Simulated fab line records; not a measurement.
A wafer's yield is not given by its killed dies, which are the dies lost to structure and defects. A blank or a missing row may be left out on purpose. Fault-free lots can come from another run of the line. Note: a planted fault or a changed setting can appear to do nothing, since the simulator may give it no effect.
One fault seen from 3 desks | flow n5 finfet | numbers are kept per desk, each desk with only its own; the story behind them comes last

TOOL OWNER'S DESK, rie diel-03
The tool's own readings at N5_BEOL_M7_VIA_ETCH_34 (etches SiCOH lowk in C4F6/O2, target depth 125.5 nm, time 50.5 s): means of the sampled wafers that have a number, for each lot that ran on this tool. Marked OUT: a lot whose mean sits more than 4 standard deviations from the usual mean, which makes it out of limits; the brackets give that distance.
Columns: A = C4F6_flow_sccm at N5_BEOL_M7_VIA_ETCH_34, usual 10.003 sccm; B = drypump motor current A at N5_BEOL_M7_VIA_ETCH_34, usual 5.7 A; C = oes product au at N5_BEOL_M7_VIA_ETCH_34, usual 0.80 a.u.; D = rf vpp V at N5_BEOL_M7_VIA_ETCH_34, usual 673 V; E = run length s at N5_BEOL_M7_VIA_ETCH_34, usual 73.8 s; F = showerhead plenum p Torr at N5_BEOL_M7_VIA_ETCH_34, usual 2.85 Torr; G = throttle valve pct at N5_BEOL_M7_VIA_ETCH_34, usual 20.83 %
lot  | first seen here | A      | B   | C    | D   | E    | F    | G
L383 | day 9 18:49     | 10.014 | 5.7 | 0.71 | 682 | 73.6 | 2.84 | 21.03
L384 | day 9 22:51     | 10.037 | 5.4 | 0.73 | 678 | 73.2 | 2.77 | 20.94
L386 | day 10 09:41    | 10.002 | 5.6 | 0.74 | 680 | 72.8 | 2.84 | 20.87
L387 | day 10 15:23    | 9.983  | 5.8 | 0.72 | 682 | 72.3 | 2.91 | 20.93
L388 | day 11 01:53    | 10.000 | 5.7 | 0.77 | 678 | 72.4 | 2.91 | 20.70
L400 | day 13 23:55    | 10.024 | 5.6 | 0.80 | 683 | 73.5 | 2.94 | 20.75
This desk's verdict: no lot among the 6 shows anything out of limits.

THE DEFECT DESK
Inspection counts along the route, by lot: the mean over sampled wafers that carry a number. Marked OUT: a lot whose mean sits more than 4 standard deviations from the usual mean, which makes it out of limits; the brackets give that distance.
Columns: A = raw defect count at N5_BEOL_M7_INSPECT_30, usual 391
lot  | first seen here | A
L383 | day 9 18:36     | 314
L384 | day 9 22:20     | 377
L386 | day 10 09:08    | 476
L387 | day 10 15:02    | 400
L388 | day 11 01:41    | 391
L400 | day 13 23:28    | 534
L403 | day 15 08:46    | 326
This desk's verdict: no lot among the 7 shows anything out of limits.

AT THE METROLOGY DESK
What the gauges read for every lot (on any tool): the sampled wafers with a number, averaged. Marked OUT: a lot whose mean sits more than 4 standard deviations from the usual mean, which makes it out of limits; the brackets give that distance.
Columns: A = cd nm at N5_BEOL_M7_CD_MEAS_28, usual 39.97 nm; B = V6_OVL at N5_BEOL_M7_OVL_MEAS_29, usual 0.0 nm
lot  | first seen here | A     | B
L383 | day 9 18:31     | 39.88 | 0.6
L384 | day 9 22:15     | 40.30 | 0.1
L386 | day 10 09:03    | 40.34 | -0.1
L387 | day 10 14:57    | 39.90 | -0.1
L388 | day 11 01:35    | 40.03 | 1.0
L400 | day 13 23:22    | 40.25 | 0.6
L403 | day 15 08:40    | 40.13 | -0.2
This desk's verdict: no lot among the 7 shows anything out of limits.

ALL TOGETHER
Nothing out of limits was seen by the tool owner's desk.
The defect desk saw nothing out of limits.
Metrology desk: nothing out of limits seen.

WHAT THE SIMULATOR PUT IN
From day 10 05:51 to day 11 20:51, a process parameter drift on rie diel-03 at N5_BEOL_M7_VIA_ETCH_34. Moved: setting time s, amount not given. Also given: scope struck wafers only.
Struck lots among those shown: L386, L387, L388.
